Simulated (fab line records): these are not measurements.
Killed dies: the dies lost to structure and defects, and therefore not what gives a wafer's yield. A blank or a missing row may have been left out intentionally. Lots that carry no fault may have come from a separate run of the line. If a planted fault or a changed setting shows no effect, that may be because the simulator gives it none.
Split-lot study / flow n5Finfet / 7 lots, 21 wafers read, on a route of 1938 steps

## ABOUT THE SPLIT
At N5_MOL_CONTACT_COAG_EXPOSE_05 (exposes mask CA, defocus 0 nm), the setting doseMj was moved away from the recipe's 38.25 on 8 of the 21 wafers read, by -2.6% to +7.5%. All remaining wafers had this setting at the recipe value.

## FROM THE SPLIT TO THE READING: what the file shows between them, 2 steps
- N5_MOL_CONTACT_COAG_PEB_06: peb time 60 s
- N5_MOL_CONTACT_COAG_DEVELOP_07: develop time 30 s

## THE READING
At N5_MOL_CONTACT_COAG_CD_MEAS_08: cdNm in nanometres, against a target cd of 28 nm. Typical for fault-free wafers on this fab line: 28.03 nm, with standard deviation 0.25 nm.

wafer=L078.1; tool, chamber at the split=euvScanner-02, 0; doseMj as run=40.71; against the recipe=+6.4%; cdNm, nm=28.91; against lot-mates on the recipe=+0.60
wafer=L078.3; tool, chamber at the split=euvScanner-02, 0; doseMj as run=40.71; against the recipe=+6.4%; cdNm, nm=28.78; against lot-mates on the recipe=+0.47
wafer=L078.4; tool, chamber at the split=euvScanner-02, 0; doseMj as run=38.25; against the recipe=recipe; cdNm, nm=28.31; against lot-mates on the recipe=-
wafer=L081.1; tool, chamber at the split=euvScanner-01, 0; doseMj as run=37.25; against the recipe=-2.6%; cdNm, nm=28.15; against lot-mates on the recipe=-0.16
wafer=L081.2; tool, chamber at the split=euvScanner-01, 0; doseMj as run=38.25; against the recipe=recipe; cdNm, nm=28.24; against lot-mates on the recipe=-
wafer=L081.6; tool, chamber at the split=euvScanner-01, 0; doseMj as run=38.25; against the recipe=recipe; cdNm, nm=28.38; against lot-mates on the recipe=-
wafer=L083.1; tool, chamber at the split=euvScanner-01, 0; doseMj as run=40.58; against the recipe=+6.1%; cdNm, nm=29.26; against lot-mates on the recipe=+1.27
wafer=L083.2; tool, chamber at the split=euvScanner-01, 0; doseMj as run=38.25; against the recipe=recipe; cdNm, nm=27.99; against lot-mates on the recipe=-
wafer=L083.6; tool, chamber at the split=euvScanner-01, 0; doseMj as run=40.58; against the recipe=+6.1%; cdNm, nm=29.23; against lot-mates on the recipe=+1.24
wafer=L084.1; tool, chamber at the split=euvScanner-02, 0; doseMj as run=38.25; against the recipe=recipe; cdNm, nm=28.19; against lot-mates on the recipe=-
wafer=L084.5; tool, chamber at the split=euvScanner-02, 0; doseMj as run=38.25; against the recipe=recipe; cdNm, nm=27.79; against lot-mates on the recipe=-
wafer=L084.6; tool, chamber at the split=euvScanner-02, 0; doseMj as run=38.25; against the recipe=recipe; cdNm, nm=28.16; against lot-mates on the recipe=-
wafer=L086.2; tool, chamber at the split=euvScanner-02, 0; doseMj as run=38.25; against the recipe=recipe; cdNm, nm=27.98; against lot-mates on the recipe=-
wafer=L086.4; tool, chamber at the split=euvScanner-02, 0; doseMj as run=38.25; against the recipe=recipe; cdNm, nm=27.88; against lot-mates on the recipe=-
wafer=L086.6; tool, chamber at the split=euvScanner-02, 0; doseMj as run=38.25; against the recipe=recipe; cdNm, nm=27.96; against lot-mates on the recipe=-
wafer=L087.1; tool, chamber at the split=euvScanner-02, 0; doseMj as run=38.25; against the recipe=recipe; cdNm, nm=28.31; against lot-mates on the recipe=-
wafer=L087.3; tool, chamber at the split=euvScanner-02, 0; doseMj as run=37.31; against the recipe=-2.5%; cdNm, nm=27.67; against lot-mates on the recipe=-0.46
wafer=L087.5; tool, chamber at the split=euvScanner-02, 0; doseMj as run=38.25; against the recipe=recipe; cdNm, nm=27.96; against lot-mates on the recipe=-
wafer=L091.1; tool, chamber at the split=euvScanner-01, 0; doseMj as run=41.1; against the recipe=+7.5%; cdNm, nm=29.58; against lot-mates on the recipe=+1.55
wafer=L091.2; tool, chamber at the split=euvScanner-01, 0; doseMj as run=41.1; against the recipe=+7.5%; cdNm, nm=29.63; against lot-mates on the recipe=+1.60
wafer=L091.5; tool, chamber at the split=euvScanner-01, 0; doseMj as run=38.25; against the recipe=recipe; cdNm, nm=28.03; against lot-mates on the recipe=-

FIT RESULTS
A straight line over all 21 wafers: cdNm changes by +0.163 nm for each +1% of doseMj; r = +0.92; the points scatter about the line by 0.23 nm.
The same after taking each lot's own level away (the mean of its wafers on the recipe; 21 wafers): +0.166 nm for each +1%; r = +0.92; scatter 0.25 nm.
Per that fit: largest doseMj move, reading shift of 1.2 nm.
The span of the lots' own levels, 27.940 to 28.310 nm, comes to 1.5 times the standard deviation stated above.
So the lot-to-lot level changes the slope little: the two slopes agree.
Check: +1.18 nm against its lot-mates is what the line predicts for one of the wafers moved furthest among these (+7.5%) when that wafer is left out of the fit. Against them it came out at +1.55 nm.

## FURTHER SPLITS ON THESE WAFERS
Note: prior to the reading, these wafers also went through further splits. Each is held against what the fit with the lots' levels taken away leaves over:
other split on the same wafers=N5_SD_EPI_P_EPI_21 timeS; wafers away from the commonest value=8; r with cdNm (lot level and that fit taken away)=+0.51
other split on the same wafers=N5_SD_ACTIVATION_LSA_01 tempC; wafers away from the commonest value=5; r with cdNm (lot level and that fit taken away)=+0.13
other split on the same wafers=N5_HKMG_FIN_COAT_66 spinRpm; wafers away from the commonest value=9; r with cdNm (lot level and that fit taken away)=+0.23

## THE WHOLE CHAIN: every reading that the file lists as answering this split, in the file's order
step=N5_MOL_CONTACT_COAG_CD_MEAS_08; what it does=target cd 28 nm; reading=cdNm; change (the file's fit)=+0.167 nm for each +1% of the setting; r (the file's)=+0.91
step=N5_MOL_CONTACT_COAG_ETCH_59; what it does=etches underlayer in N2/H2, target depth 13 nm, time 10.4 s; reading=MOL_CONTACT_COAG.cdOffsetNm (the simulator's own value, which no gauge read); change (the file's fit)=+0.176 nm for each +1% of the setting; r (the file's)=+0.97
step=N5_MOL_CONTACT_COAG_ETCH_105; what it does=etches SiARC in CF4, target depth 15.6 nm, time 26 s; reading=MOL_CONTACT_COAG.cdOffsetNm (the simulator's own value, which no gauge read); change (the file's fit)=+0.187 nm for each +1% of the setting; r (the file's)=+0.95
step=N5_MOL_CONTACT_COAG_ETCH_106; what it does=etches SOC in N2/H2, target depth 80 nm, overetch 16 nm, time 120 s; reading=MOL_CONTACT_COAG.cdOffsetNm (the simulator's own value, which no gauge read); change (the file's fit)=+0.173 nm for each +1% of the setting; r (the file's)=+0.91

## THE FILE'S OWN FIT
cdNm changes by +0.167 nm for each +1% of doseMj, r = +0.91.
